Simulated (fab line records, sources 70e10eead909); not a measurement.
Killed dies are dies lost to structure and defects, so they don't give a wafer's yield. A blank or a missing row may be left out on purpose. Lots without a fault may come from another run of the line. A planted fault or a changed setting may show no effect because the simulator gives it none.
One fault seen from 2 desks | flow nand_harc | each desk has only its own numbers; what lay behind them comes last

THE TOOL OWNER'S DESK: ald_metal-03
The tool's own readings at NHARC_P_CONTACT_ALD_22 (deposits TiN, target thk 3 nm, pulse time 1 s, ald cycles 150): means of the sampled wafers that have a number, for each lot that ran on this tool. A lot is out of limits, marked OUT, if its mean lies more than 4 standard deviations from the usual mean; the brackets give that distance.
Columns: A = heater_power_w at NHARC_P_CONTACT_ALD_22, usual 1074 W; B = precursor_pulse_height_rel at NHARC_P_CONTACT_ALD_22, usual 0.998; C = susceptor_temp_C at NHARC_P_CONTACT_ALD_22, usual 450.00 C
lot  | first seen here | A    | B     | C
L598 | day 7 05:20     | 1065 | 0.989 | 450.09
L601 | day 8 14:42     | 1037 | 0.991 | 450.30
L609 | day 11 21:38    | 1002 | 0.974 | 449.88
L610 | day 12 09:52    | 1046 | 1.018 | 449.99
L613 | day 13 15:07    | 1043 | 0.995 | 449.88
L616 | day 14 14:25    | 1011 | 0.988 | 450.07
This desk's finding: nothing out of limits on any of the 6 lots.

THE METROLOGY DESK
What the gauges read, lot by lot, whatever tool the lot ran on: means of the sampled wafers that have a number. A lot is out of limits, marked OUT, if its mean lies more than 4 standard deviations from the usual mean; the brackets give that distance.
Columns: A = overlay_x_nm at NHARC_P_M0_OVL_MEAS_10, usual -0.1 nm; B = overlay_y_nm at NHARC_P_M0_OVL_MEAS_10, usual 0.0 nm
lot  | first seen here | A    | B
L595 | day 5 20:37     | -1.1 | -0.2
L598 | day 7 07:34     | -0.0 | 0.8
L599 | day 7 15:56     | -0.2 | -1.3
L601 | day 8 16:56     | 1.0  | 1.5
L603 | day 9 10:47     | -1.8 | -0.2
L606 | day 10 16:07    | -0.5 | -0.4
L605 | day 10 16:23    | -0.5 | -0.5
L607 | day 11 02:44    | 0.6  | 1.4
L609 | day 11 23:50    | 1.9  | -0.9
L610 | day 12 12:07    | 1.0  | 0.9
L617 | day 15 08:20    | 1.4  | -0.2
This desk's finding: nothing out of limits on any of the 11 lots.

PUT TOGETHER
The tool owner's desk saw nothing out of limits.
The metrology desk saw nothing out of limits.

WHAT THE SIMULATOR HAD PUT IN
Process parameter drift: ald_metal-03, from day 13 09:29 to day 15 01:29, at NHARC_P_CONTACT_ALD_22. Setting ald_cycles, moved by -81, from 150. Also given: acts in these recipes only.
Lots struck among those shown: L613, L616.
